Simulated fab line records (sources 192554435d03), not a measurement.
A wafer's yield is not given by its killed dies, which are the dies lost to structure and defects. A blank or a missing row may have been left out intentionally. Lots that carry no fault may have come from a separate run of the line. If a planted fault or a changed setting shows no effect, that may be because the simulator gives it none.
Chamber matching ; flow n5_finfet ; N5_BEOL_M0_STRIP_140 on rie_diel-04 has 4 sister chambers
The step strips in CF4. 18 wafers are shown with their chamber, then 9 later ones without.

WAFERS, EACH WITH ITS CHAMBER
wafer;chamber;drypump_motor_current_A (A);showerhead_plenum_p_Torr (Torr);oes_product_au (a.u.)
L076.3;1;5.91;1.71;0.73
L076.4;3;5.21;1.79;0.75
L076.5;1;5.91;1.71;0.73
L077.2;0;5.52;1.78;0.72
L077.3;2;5.40;1.78;0.68
L077.5;0;5.55;1.78;0.72
L082.1;2;5.39;1.78;0.68
L082.2;3;5.23;1.79;0.73
L082.4;0;5.51;1.77;0.72
L084.4;3;5.24;1.79;0.73
L084.5;1;5.89;1.71;0.71
L084.6;2;5.38;1.78;0.68
L085.1;0;5.53;1.77;0.71
L085.2;3;5.21;1.78;0.73
L085.6;0;5.52;1.77;0.71
L089.2;3;5.22;1.78;0.73
L089.4;3;5.22;1.78;0.73
L089.5;0;5.53;1.77;0.71

SIGNATURES (averages over the wafers above)
reading;chamber 0;chamber 1;chamber 2;chamber 3;scatter within a chamber
drypump_motor_current_A;5.5267;5.9033;5.3900;5.2217;0.0122
showerhead_plenum_p_Torr;1.7733;1.7100;1.7800;1.7850;0.0045
oes_product_au;0.7150;0.7233;0.6800;0.7333;0.00732
Rule: a wafer's distance from a chamber is the root of the sum, over the readings, of the square of ((its reading less the chamber's mean) divided by the reading's scatter). The wafer belongs to the nearest chamber; if the next one is less than 2 further off, it can't be placed. How the scatter is found: for the shown wafers, subtract from each reading the mean of its chamber, square and add these, divide the total by (wafers less chambers), then take the root.

WAFERS WITHOUT THEIR CHAMBER
wafer;drypump_motor_current_A (A);showerhead_plenum_p_Torr (Torr);oes_product_au (a.u.)
L090.1;5.18;1.78;0.72
L090.2;5.39;1.78;0.94
L090.4;5.21;1.78;0.72
L091.2;5.52;1.77;0.70
L091.4;5.51;1.77;0.70
L091.5;5.39;1.78;0.95
L093.1;5.23;1.78;0.72
L093.2;5.39;1.77;0.92
L093.4;5.89;1.71;0.70

THE CHAMBER EACH PASSED THROUGH
wafer;from the rows above;in truth
L090.1;3;3
L090.2;can't be placed: 3 or 0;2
L090.4;3;3
L091.2;0;0
L091.4;0;0
L091.5;can't be placed: 3 or 0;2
L093.1;3;3
L093.2;can't be placed: 3 or 0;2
L093.4;1;1
Placed correctly: 6 of 9. Not placeable from these rows: 3 (in 0, the candidates include the true chamber). Number placed wrongly: 0.
